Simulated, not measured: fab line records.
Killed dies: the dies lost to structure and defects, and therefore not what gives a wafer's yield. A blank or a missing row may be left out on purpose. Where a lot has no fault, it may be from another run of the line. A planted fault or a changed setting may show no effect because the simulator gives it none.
fab line records | flow n5-finfet | part 1 of 2: steps 1 to 19 of 29
[record] lots = 5 wafers = 15 last-day = 20
route steps=1938 shown BEOL_M3@961
lots with no fault: from the same line, run without faults
start-h: hours from the record's first day to the start of the lot's first wafer shown | wait-h: hours from the lot's prior step to this one | " repeats the value in the row above | L1.1+2: several wafers, shown together as one row | - value missing, or start not given | * or withheld: withheld | < > ~ a bound
route shown NAME@n: a module of which the file shows steps, and the number in the route of the first | usual: mean/standard deviation taken from wafers without a fault | same: alike in all rows | chamber/n: place in a boat | sites: per-site readings | _std_site: standard deviation of those values | _edge_site: the outer-site mean with the inner-site mean subtracted | radius-mm: for every site, how far away it sits from the centre of the wafer | mask NAME#n: copy n | behind: tool/chamber where the wafer was last shaped | hold: cause of the lot's hold/its duration in hours/its outcome | device: the transistor (n, p or np) that didn't switch | end of line: the tests these same wafers got at the end of their route | a step given without rows: its recipe and nothing more | killed: count of dies lost to structure and defects at first sort (not the wafer's yield) | map: dies across one wafer; x = killed, . = not, _ = none there
set.NAME: setting as actually run; set.NAME@STEP: the setting as run at that earlier step | model.NAME: the simulator's own value behind a step, which no gauge read
lots at some steps of the route; a table a step, a row a wafer
services: a tool's chamber out of use, with start hour (start-h, from the record's first day; less than 0 if before it), hours out, and reason
[[steps]]
[step N5_BEOL_M3_EBR_24]
[recipe] solvent = PGMEA ebr-width-mm = 1.5
// columns lot.wafer tool chamber start-h wait-h
L084.3+5+6 litho-track-02 0 - -
L087.1+4+6 litho-track-05 0 - -
L088.1+3+6 litho-track-05 0 - -
L090.2+3+6 litho-track-02 0 - -
L094.2+3+6 litho-track-03 0 - -
[step N5_BEOL_M3_SOFTBAKE_23]
[recipe] temp-c = 110 time-s = 60 resist = CAR-EUV
// columns lot.wafer tool chamber start-h wait-h
L084.3+5+6 litho-track-02 0 - -
L087.1+4+6 litho-track-05 0 - -
L088.1+3+6 litho-track-05 0 - -
L090.2+3+6 litho-track-02 0 - -
L094.2+3+6 litho-track-03 0 - -
[step N5_BEOL_M3_EXPOSE_25]
[recipe] mask-id = V2 na = 0.33 source-shape = quasar sigma-inner = 0.2 sigma-outer = 0.8 polarization = unpolarized defocus-nm = 5 dose-mj = 63
[same] na = 0.33
// columns lot.wafer tool chamber start-h wait-h mask
L084.3+5+6 euv-scanner-01 0 248.27 - V2#0
L087.1+4+6 euv-scanner-01 0 263.52 - V2#0
L088.1+3+6 euv-scanner-01 0 263.71 - V2#0
L090.2+3+6 euv-scanner-01 0 295.93 - V2#0
L094.2+3+6 euv-scanner-01 0 335.49 - V2#0
[step N5_BEOL_M3_PEB_26]
[recipe] peb-temp-c = 100 peb-time-s = 60 resist = CAR-EUV
// columns lot.wafer tool chamber start-h wait-h
L084.3+5+6 litho-track-03 0 248.34 0.1
L087.1+4+6 litho-track-02 0 263.60 0.1
L088.1+3+6 litho-track-03 0 263.79 0.1
L090.2+3+6 litho-track-02 0 296.00 0.1
L094.2+3+6 litho-track-05 0 335.56 0.1
[step N5_BEOL_M3_DEVELOP_27]
[recipe] develop-time-s = 30 developer = TMAH resist = CAR-EUV rinse-liquid = surfactant-rinse dry = air-spin dev-temp-c = 23
// columns lot.wafer tool chamber start-h wait-h
L084.3+5+6 litho-track-03 0 - -
L087.1+4+6 litho-track-02 0 - -
L088.1+3+6 litho-track-03 0 - -
L090.2+3+6 litho-track-02 0 - -
L094.2+3+6 litho-track-05 0 - -
[step N5_BEOL_M3_CD_MEAS_28]
[recipe] target-cd-nm = 25.7 landing-energy-ev = 500 detector = se-inlens target-cd-y-nm = 23.3 polarity = opening
[usual] cd-nm = 25.64/0.25
// columns lot.wafer tool chamber start-h wait-h cd-nm
L084.3 cd-sem-03 0 248.40 - 25.41
L084.5 " 0 " " 25.49
L084.6 " 0 " " 25.78
L087.1 cd-sem-01 0 263.66 - 25.33
L087.4 " 0 " " 25.31
L087.6 " 0 " " 25.46
L088.1 cd-sem-02 0 263.86 - 25.80
L088.3 " 0 " " 25.56
L088.6 " 0 " " 25.06
L090.2 cd-sem-03 0 296.06 - 25.55
L090.3 " 0 " " 25.54
L090.6 " 0 " " 25.73
L094.2 cd-sem-01 0 335.63 - 25.86
L094.3 " 0 " " 25.75
L094.6 " 0 " " 25.96
[step N5_BEOL_M3_OVL_MEAS_29]
[recipe] points-per-wafer = 522
[usual] V2_OVL = -0.1/0.83
// columns lot.wafer tool chamber start-h wait-h V2_OVL[nm]
L084.3 overlay-02 0 248.44 0.0 -0.8
L084.5 " 0 " " 0.1
L084.6 " 0 " " -0.8
L087.1 overlay-02 0 263.69 0.0 0.3
L087.4 " 0 " " -0.5
L087.6 " 0 " " 0.2
L088.1 overlay-02 0 263.89 0.0 0.5
L088.3 " 0 " " 0.2
L088.6 " 0 " " -0.4
L090.2 overlay-02 0 296.10 0.0 0.3
L090.3 " 0 " " 0.4
L090.6 " 0 " " -0.2
L094.2 overlay-01 0 335.66 0.0 0.1
L094.3 " 0 " " 0.4
L094.6 " 0 " " 0.5
[step N5_BEOL_M3_INSPECT_30]
[recipe] mode = adi inspect-instrument = brightfield
[usual] raw-defect-count = 406/91
// columns lot.wafer tool chamber start-h wait-h raw-defect-count
L084.3 defect-inspect-01 - 249.42 1.0 427
L084.5 " - " " 434
L084.6 " - " " 447
L087.1 defect-inspect-01 - 263.75 0.1 459
L087.4 " - " " 395
L087.6 " - " " 440
L088.1 defect-inspect-01 - 263.95 0.1 351
L088.3 " - " " 333
L088.6 " - " " 305
L090.2 defect-inspect-01 - 296.15 0.0 597
L090.3 " - " " 296
L090.6 " - " " 426
L094.2 defect-inspect-02 - 335.71 0.0 418
L094.3 " - " " 257
L094.6 " - " " 316
[step N5_BEOL_M3_DESCUM_33]
[recipe] chemistry = O2 time-s = 7 source-power-w = 50 bias-power-w = 20 pressure-mtorr = 20 rf-frequency-hz = 2.712e+07 temp-c = 40 resist = CAR-EUV o2-flow-sccm = 225
[usual] drypump-motor-current-A = 5.7/0.41 oes-product-au = 0.77/0.091 rf-vpp-V = 242.8/1.3 showerhead-plenum-p-Torr = 2.07/0.069 throttle-valve-pct = 20.53/0.15
// columns lot.wafer tool chamber start-h wait-h drypump-motor-current-A oes-product-au rf-hours-counter-h rf-vpp-V showerhead-plenum-p-Torr throttle-valve-pct
L084.3 rie-diel-02 0 249.71 0.3 4.8 0.94 10 244.7 2.15 20.42
L084.5 " 0 " " 4.8 0.96 - 243.3 2.15 20.41
L084.6 " 3 " " 5.9 0.72 - 239.8 2.00 20.41
L087.1 rie-diel-05 3 263.79 0.0 6.4 0.75 164 242.7 2.08 20.72
L087.4 " 0 " " 5.8 0.68 227 244.2 2.07 20.36
L087.6 " 1 " " 5.4 0.87 - 244.7 2.13 20.20
L088.1 rie-diel-03 1 264.27 0.3 5.7 0.71 204 242.7 2.07 20.76
L088.3 " 3 " " 5.6 0.69 194 244.2 2.17 20.61
L088.6 " 0 " " 6.0 0.79 - 246.5 2.18 20.41
L090.2 rie-diel-03 0 296.37 0.2 6.0 0.77 127 244.4 2.18 20.44
L090.3 " 2 " " 5.7 0.67 237 241.8 1.98 20.57
L090.6 " 2 " " 5.7 0.67 - 241.9 1.98 20.58
L094.2 rie-diel-02 1 337.70 2.0 5.6 0.72 204 242.4 1.99 20.77
L094.3 " 3 " " 5.9 0.70 222 241.1 1.99 20.47
L094.6 " 1 " " 5.6 0.72 - 242.3 1.99 20.77
[step N5_BEOL_M3_ETCH_77]
[recipe] chemistry = N2/H2 target = underlayer target-depth-a = 65 mask-material = CAR-EUV time-s = 5.2 ion-energy-ev = 200 pressure-mtorr = 30 source-w = 840 bias-w = 150 n2-flow-sccm = 200 h2-flow-sccm = 200 ends = cleared
[usual] drypump-motor-current-A = 5.7/0.4 etch-rf-on-time-s = 5.20/0.094 oes-product-au = 0.66/0.077 rf-vpp-V = 523.3/2.9 showerhead-plenum-p-Torr = 2.51/0.085 throttle-valve-pct = 17.97/0.18
// columns lot.wafer tool chamber start-h wait-h drypump-motor-current-A etch-rf-on-time-s oes-product-au rf-hours-counter-h rf-vpp-V showerhead-plenum-p-Torr throttle-valve-pct
L084.3 rie-diel-02 0 249.74 0.0 4.8 5.04 0.83 10 524.6 2.60 17.76
L084.5 " 0 " " 4.8 5.07 0.83 - 525.3 2.60 17.78
L084.6 " 3 " " 5.9 5.16 0.62 - 520.5 2.43 17.89
L087.1 rie-diel-05 3 263.82 0.0 6.4 5.13 0.64 164 523.2 2.53 18.14
L087.4 " 0 " " 5.8 5.42 0.56 227 525.6 2.50 17.79
L087.6 " 1 " " 5.4 5.25 0.74 - 526.4 2.59 17.66
L088.1 rie-diel-03 1 264.31 0.0 5.8 5.24 0.60 204 523.4 2.52 18.37
L088.3 " 3 " " 5.6 5.35 0.59 194 527.3 2.63 18.01
L088.6 " 0 " " 6.0 5.20 0.67 - 527.1 2.67 18.04
L090.2 rie-diel-03 0 296.41 0.0 5.9 5.26 0.66 127 528.0 2.66 18.06
L090.3 " 2 " " 5.7 5.27 0.57 237 518.7 2.41 18.03
L090.6 " 2 " " 5.7 5.28 0.57 - 522.7 2.41 18.01
L094.2 rie-diel-02 1 337.73 0.0 5.6 5.27 0.60 204 519.7 2.42 18.20
L094.3 " 3 " " 5.9 5.15 0.59 222 521.8 2.41 18.00
L094.6 " 1 " " 5.6 5.26 0.60 - 521.7 2.42 18.21
[step N5_BEOL_M3_ETCH_69]
[recipe] chemistry = CF4 target = SiARC target-depth-a = 156 mask-material = CAR-EUV time-s = 26 ion-energy-ev = 80 pressure-mtorr = 40 source-w = 545 bias-w = 36 Ar_flow_sccm = 100 cf4-flow-sccm = 100 ends = cleared
[usual] drypump-motor-current-A = 5.7/0.4 etch-rf-on-time-s = 25.9/0.41 oes-product-au = 0.66/0.078 rf-vpp-V = 183.7/1.3 showerhead-plenum-p-Torr = 2.12/0.067 throttle-valve-pct = 15.69/0.17
// columns lot.wafer tool chamber start-h wait-h drypump-motor-current-A etch-rf-on-time-s oes-product-au rf-hours-counter-h rf-vpp-V showerhead-plenum-p-Torr throttle-valve-pct
L084.3 rie-diel-02 0 249.76 0.0 4.8 25.2 0.83 10 184.0 2.19 15.48
L084.5 " 0 " " 4.8 25.1 0.83 - 184.4 2.19 15.49
L084.6 " 3 " " 5.9 25.3 0.62 - 182.9 2.05 15.61
L087.1 rie-diel-05 3 263.84 0.0 6.4 25.5 0.65 164 182.7 2.13 15.90
L087.4 " 0 " " 5.8 26.6 0.58 227 183.7 2.12 15.52
L087.6 " 1 " " 5.4 26.0 0.74 - 184.2 2.17 15.30
L088.1 rie-diel-03 1 264.32 0.0 5.7 26.2 0.61 204 185.5 2.13 15.97
L088.3 " 3 " " 5.5 26.5 0.59 194 186.0 2.21 15.78
L088.6 " 0 " " 5.9 25.9 0.68 - 186.1 2.24 15.65
L090.2 rie-diel-03 0 296.43 0.0 5.9 25.9 0.66 127 182.6 2.23 15.69
L090.3 " 2 " " 5.7 26.1 0.58 237 181.5 2.04 15.84
L090.6 " 2 " " 5.7 26.3 0.58 - 183.2 2.04 15.84
L094.2 rie-diel-02 1 337.75 0.0 5.6 25.9 0.61 204 183.3 2.04 15.89
L094.3 " 3 " " 5.9 25.5 0.60 222 183.3 2.04 15.67
L094.6 " 1 " " 5.6 26.1 0.62 - 182.0 2.03 15.90
[step N5_BEOL_M3_ALD_98]
[recipe] material = SiO2 target-thk-a = 25 temp-c = 100 ald-precursor-family = BDEAS ald-co-reactant = O2-plasma pulse-time-s = 1 co-reactant-pulse-time-s = 1 purge-time-s = 2 co-reactant-purge-time-s = 2 ald-cycles = 17 pressure-torr = 2
[usual] heater-power-w = 80/9.6 precursor-pulse-height-rel = 1.002/0.018
// columns lot.wafer tool chamber start-h wait-h heater-power-w precursor-pulse-height-rel
L084.3 ald-sin-04 2 249.94 0.2 90 0.984
L084.5 " 2 " " 88 0.992
L084.6 " 1 " " 80 1.004
L087.1 ald-sin-04 1 263.92 0.1 81 0.980
L087.4 " 2 " " 87 0.991
L087.6 " 1 " " 77 0.972
L088.1 ald-sin-03 2 264.63 0.3 97 1.004
L088.3 " 1 " " 79 1.008
L088.6 " 3 " " 64 1.010
L090.2 ald-sin-01 1 296.88 0.4 78 1.019
L090.3 " 3 " " 71 1.015
L090.6 " 1 " " 75 0.991
L094.2 ald-sin-03 2 337.83 0.1 100 1.021
L094.3 " 0 " " 75 1.004
L094.6 " 0 " " 76 1.008
[step N5_BEOL_M3_ETCHBACK_99]
[recipe] chemistry = CHF3 target = SiO2 target-depth-a = 50 time-s = 10.4 source-w = 215 bias-w = 47 Ar_flow_sccm = 200 CHF3_flow_sccm = 12 ion-energy-ev = 100 pressure-mtorr = 30
[usual] CHF3_flow_sccm = 11.99/0.036 drypump-motor-current-A = 5.8/0.38 oes-product-au = 0.78/0.089 rf-vpp-V = 240.4/2.3 showerhead-plenum-p-Torr = 2.13/0.066 throttle-valve-pct = 17.15/0.19
// columns lot.wafer tool chamber start-h wait-h CHF3_flow_sccm drypump-motor-current-A oes-product-au rf-hours-counter-h rf-vpp-V showerhead-plenum-p-Torr throttle-valve-pct
L084.3 rie-diel-03 0 252.18 2.2 12.01 6.0 0.80 110 241.5 2.25 17.10
L084.5 " 2 " " 11.99 5.7 0.70 - 240.9 2.05 17.28
L084.6 " 1 " " 11.97 5.8 0.70 - 237.1 2.15 17.47
L087.1 rie-diel-05 3 276.41 12.4 11.99 6.4 0.74 168 242.9 2.14 17.38
L087.4 " 1 " " 11.97 5.3 0.86 56 242.4 2.19 16.83
L087.6 " 0 " " 11.98 5.8 0.67 - 237.7 2.13 16.98
L088.1 rie-diel-03 1 276.52 11.9 11.97 5.7 0.69 208 239.1 2.14 17.48
L088.3 " 3 " " 12.04 5.5 0.69 199 244.0 2.23 17.28
L088.6 " 3 " " 11.97 5.5 0.69 - 241.8 2.23 17.29
L090.2 rie-diel-03 0 303.91 7.0 12.00 5.9 0.77 128 239.5 2.24 17.13
L090.3 " 2 " " 12.01 5.7 0.68 238 241.2 2.05 17.32
L090.6 " 2 " " 12.02 5.6 0.67 - 241.3 2.05 17.31
L094.2 rie-diel-05 3 346.76 8.9 11.93 6.4 0.73 199 242.7 2.13 17.45
L094.3 " 1 " " 12.04 5.4 0.83 89 242.4 2.18 16.89
L094.6 " 3 " " 12.03 6.4 0.72 - 242.8 2.13 17.46
[step N5_BEOL_M3_ETCH_70]
[recipe] chemistry = N2/H2 target = SOC target-depth-a = 800 overetch-a = 160 mask-material = SiARC temp-c = 40 time-s = 120 ion-energy-ev = 200 pressure-mtorr = 30 source-w = 840 bias-w = 150 n2-flow-sccm = 200 h2-flow-sccm = 200
[usual] drypump-motor-current-A = 5.8/0.38 oes-product-au = 0.60/0.065 rf-vpp-V = 523.2/2.4 showerhead-plenum-p-Torr = 2.52/0.08 throttle-valve-pct = 17.91/0.19
// columns lot.wafer tool chamber start-h wait-h drypump-motor-current-A oes-product-au rf-hours-counter-h rf-vpp-V showerhead-plenum-p-Torr throttle-valve-pct
L084.3 rie-diel-03 0 252.21 0.0 6.0 0.61 110 526.9 2.67 18.00
L084.5 " 2 " " 5.7 0.53 - 520.4 2.42 17.94
L084.6 " 1 " " 5.7 0.54 - 522.8 2.52 18.29
L087.1 rie-diel-05 3 276.44 0.0 6.4 0.58 168 523.6 2.53 18.11
L087.4 " 1 " " 5.3 0.66 56 524.8 2.59 17.63
L087.6 " 0 " " 5.8 0.53 - 522.1 2.50 17.75
L088.1 rie-diel-03 1 276.56 0.0 5.8 0.54 208 523.8 2.52 18.31
L088.3 " 3 " " 5.5 0.53 199 525.9 2.63 17.99
L088.6 " 3 " " 5.5 0.53 - 525.4 2.63 17.97
L090.2 rie-diel-03 0 303.95 0.0 5.9 0.60 128 527.5 2.66 18.03
L090.3 " 2 " " 5.7 0.52 238 519.7 2.41 17.97
L090.6 " 2 " " 5.7 0.53 - 520.1 2.41 17.97
L094.2 rie-diel-05 3 346.80 0.0 6.4 0.56 199 523.3 2.51 18.17
L094.3 " 1 " " 5.4 0.63 89 523.7 2.57 17.67
L094.6 " 3 " " 6.4 0.56 - 524.0 2.51 18.16
[step N5_BEOL_M3_STRIP_71]
[recipe] chemistry = N2/H2 temp-c = 40 n2-flow-sccm = 200 h2-flow-sccm = 200 rf-frequency-hz = 6e+07
// columns lot.wafer tool chamber start-h wait-h
L084.3+5+6 rie-diel-03 0,2,1 252.29 0.0
L087.1+4+6 rie-diel-05 3,1,0 276.52 0.0
L088.1+3+6 rie-diel-03 1,3,3 276.64 0.0
L090.2+3+6 rie-diel-03 0,2,2 304.03 0.0
L094.2+3+6 rie-diel-05 3,1,3 346.88 0.0
[step N5_BEOL_M3_STRIP_78]
[recipe] chemistry = N2/H2 temp-c = 40 n2-flow-sccm = 200 h2-flow-sccm = 200 rf-frequency-hz = 6e+07
// columns lot.wafer tool chamber start-h wait-h
L084.3+5+6 rie-diel-03 0,2,1 252.30 0.0
L087.1+4+6 rie-diel-05 3,1,0 276.53 0.0
L088.1+3+6 rie-diel-03 1,3,3 276.65 0.0
L090.2+3+6 rie-diel-03 0,2,2 304.04 0.0
L094.2+3+6 rie-diel-05 3,1,3 346.89 0.0
[step N5_BEOL_M3_VIA_ETCH_34]
[recipe] chemistry = C4F6/O2 target-depth-a = 694 mask-material = SOC pressure-mtorr = 15 ion-energy-ev = 250 taper-deg = 4 time-s = 65.9 source-w = 350 bias-w = 170 Ar_flow_sccm = 300 C4F6_flow_sccm = 10 O2_flow_sccm = 10
[usual] drypump-motor-current-A = 5.8/0.38 oes-product-au = 0.78/0.089 rf-vpp-V = 665/5.7 showerhead-plenum-p-Torr = 2.82/0.084 throttle-valve-pct = 30.85/0.19
// columns lot.wafer tool chamber start-h wait-h drypump-motor-current-A oes-product-au rf-hours-counter-h rf-vpp-V showerhead-plenum-p-Torr throttle-valve-pct
L084.3 rie-diel-03 0 252.31 0.0 5.9 0.80 110 667 2.97 30.80
L084.5 " 2 " " 5.7 0.69 - 668 2.71 30.85
L084.6 " 1 " " 5.8 0.71 - 660 2.83 31.27
L087.1 rie-diel-05 3 276.54 0.0 6.4 0.75 168 671 2.83 31.11
L087.4 " 1 " " 5.4 0.86 56 672 2.89 30.64
L087.6 " 0 " " 5.8 0.68 - 662 2.81 30.62
L088.1 rie-diel-03 1 276.66 0.0 5.8 0.70 209 660 2.83 31.27
L088.3 " 3 " " 5.5 0.69 199 669 2.94 30.96
L088.6 " 3 " " 5.5 0.69 - 670 2.94 30.96
L090.2 rie-diel-03 0 304.05 0.0 5.9 0.78 128 667 2.96 30.82
L090.3 " 2 " " 5.7 0.68 238 667 2.71 30.86
L090.6 " 2 " " 5.7 0.67 - 666 2.71 30.86
L094.2 rie-diel-05 3 346.90 0.0 6.3 0.73 199 669 2.82 31.14
L094.3 " 1 " " 5.3 0.82 90 671 2.88 30.67
L094.6 " 3 " " 6.4 0.73 - 671 2.82 31.16
[step N5_BEOL_M3_STRIP_83]
[recipe] chemistry = C4F6/O2 resist = SiARC rf-frequency-hz = 6e+07
// columns lot.wafer tool chamber start-h wait-h
L084.3+5+6 rie-diel-03 0,2,1 252.37 0.0
L087.1+4+6 rie-diel-05 3,1,0 276.60 0.0
L088.1+3+6 rie-diel-03 1,3,3 276.71 0.0
L090.2+3+6 rie-diel-03 0,2,2 304.10 0.0
L094.2+3+6 rie-diel-05 3,1,3 346.95 0.0
[step N5_BEOL_M3_STRIP_36]
[recipe] chemistry = N2/H2 power-w = 450 temp-c = 40 pressure-mtorr = 20 rf-frequency-hz = 6e+07 overash-fraction = 0.3 bias-power-w = 7 h2-frac = 0.5 n2-flow-sccm = 200 h2-flow-sccm = 200
[usual] drypump-motor-current-A = 5.8/0.38 oes-product-au = 0.78/0.091 rf-vpp-V = 59.1/1.3 showerhead-plenum-p-Torr = 2.51/0.08 throttle-valve-pct = 23.77/0.22
// columns lot.wafer tool chamber start-h wait-h drypump-motor-current-A oes-product-au rf-hours-counter-h rf-vpp-V showerhead-plenum-p-Torr throttle-valve-pct
L084.3 rie-diel-03 0 252.38 0.0 5.9 0.80 110 57.1 2.67 23.95
L084.5 " 2 " " 5.7 0.68 - 59.5 2.41 23.63
L084.6 " 1 " " 5.7 0.71 - 59.8 2.52 24.28
L087.1 rie-diel-05 3 276.61 0.0 6.4 0.74 168 62.0 2.52 23.92
L087.4 " 1 " " 5.3 0.87 56 59.2 2.58 23.58
L087.6 " 0 " " 5.8 0.69 - 57.4 2.50 23.58
L088.1 rie-diel-03 1 276.72 0.0 5.8 0.71 209 58.5 2.52 24.30
L088.3 " 3 " " 5.5 0.70 199 60.8 2.63 23.74
L088.6 " 3 " " 5.5 0.69 - 60.0 2.63 23.73
L090.2 rie-diel-03 0 304.11 0.0 5.9 0.77 129 60.0 2.66 23.98
L090.3 " 2 " " 5.7 0.69 239 58.9 2.40 23.67
L090.6 " 2 " " 5.7 0.67 - 58.4 2.40 23.67
L094.2 rie-diel-05 3 346.96 0.0 6.3 0.70 199 61.5 2.51 23.98
L094.3 " 1 " " 5.3 0.82 90 58.9 2.57 23.61
L094.6 " 3 " " 6.4 0.74 - 60.2 2.51 23.99
